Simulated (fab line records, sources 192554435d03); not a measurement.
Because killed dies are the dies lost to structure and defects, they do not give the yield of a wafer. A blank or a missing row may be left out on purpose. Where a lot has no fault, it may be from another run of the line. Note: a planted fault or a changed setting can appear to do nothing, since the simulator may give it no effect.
Matching of chambers | flow n5 finfet | N5_BEOL_M2_CO_CAP_55 on cvd co-02: 3 sister chambers
The step material Co, precursor CCTBA/H2, target thk 2 nm, time 102.1 s. 45 wafers are shown with their chamber, then 12 later ones without.

== EACH WAFER AND ITS CHAMBER ==
wafer  | chamber | heater power w (W)
L074.1 | 1       | 246
L074.2 | 2       | 239
L074.3 | 0       | 253
L075.1 | 0       | 252
L075.2 | 1       | 248
L075.3 | 2       | 238
L075.4 | 0       | 250
L075.5 | 1       | 251
L075.6 | 2       | 239
L078.2 | 2       | 234
L078.4 | 0       | 252
L078.6 | 1       | 252
L079.1 | 1       | 248
L079.2 | 0       | 249
L079.4 | 0       | 253
L080.1 | 0       | 248
L080.2 | 2       | 236
L080.3 | 1       | 249
L080.4 | 0       | 251
L080.5 | 1       | 251
L080.6 | 2       | 237
L081.1 | 2       | 241
L081.3 | 1       | 254
L081.6 | 2       | 248
L082.2 | 0       | 251
L082.3 | 2       | 241
L082.6 | 1       | 253
L083.3 | 2       | 244
L083.4 | 2       | 240
L083.5 | 0       | 248
L084.1 | 2       | 247
L084.2 | 0       | 253
L084.3 | 1       | 253
L084.4 | 0       | 252
L084.5 | 1       | 250
L084.6 | 2       | 239
L086.2 | 0       | 259
L086.3 | 2       | 238
L086.4 | 1       | 250
L090.4 | 2       | 244
L090.5 | 0       | 249
L090.6 | 1       | 250
L091.1 | 0       | 245
L091.4 | 0       | 255
L091.5 | 1       | 250

SIGNATURES (means of the wafers above)
reading        | chamber 0 | chamber 1 | chamber 2 | scatter within a chamber
heater power w | 251.25    | 250.36    | 240.33    | 3.23
Rule: for a wafer and a chamber, the distance is found by dividing, reading by reading, the gap between the wafer's reading and the chamber's mean by the reading's scatter, squaring, summing and taking the root. If the next closest chamber is less than 2 further off than the closest, the wafer can't be placed; otherwise it belongs to the closest. The scatter: take each reading less its chamber's mean, square it, sum over the shown wafers, divide by the number of wafers less the number of chambers, and take the root.

== WAFERS WITHOUT THEIR CHAMBER ==
wafer  | heater power w (W)
L094.1 | 240
L094.2 | 256
L094.3 | 255
L094.4 | 248
L094.5 | 249
L094.6 | 244
L095.2 | 240
L095.3 | 251
L095.5 | 261
L097.3 | 250
L097.4 | 256
L097.6 | 240

== CHAMBER TAKEN BY EACH ==
wafer  | from the rows above          | in truth
L094.1 | 2                            | 2
L094.2 | can't be placed: 0 or 1      | 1
L094.3 | can't be placed: 0 or 1      | 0
L094.4 | can't be placed: 1 or 0 or 2 | 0
L094.5 | can't be placed: 1 or 0      | 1
L094.6 | can't be placed: 2 or 1 or 0 | 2
L095.2 | 2                            | 2
L095.3 | can't be placed: 0 or 1      | 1
L095.5 | can't be placed: 0 or 1      | 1
L097.3 | can't be placed: 1 or 0      | 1
L097.4 | can't be placed: 0 or 1      | 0
L097.6 | 2                            | 2
Correct placement for 3 of the 12. From these rows, 9 cannot be placed; in 9 the true chamber is one of the candidates. Placed wrongly: 0.
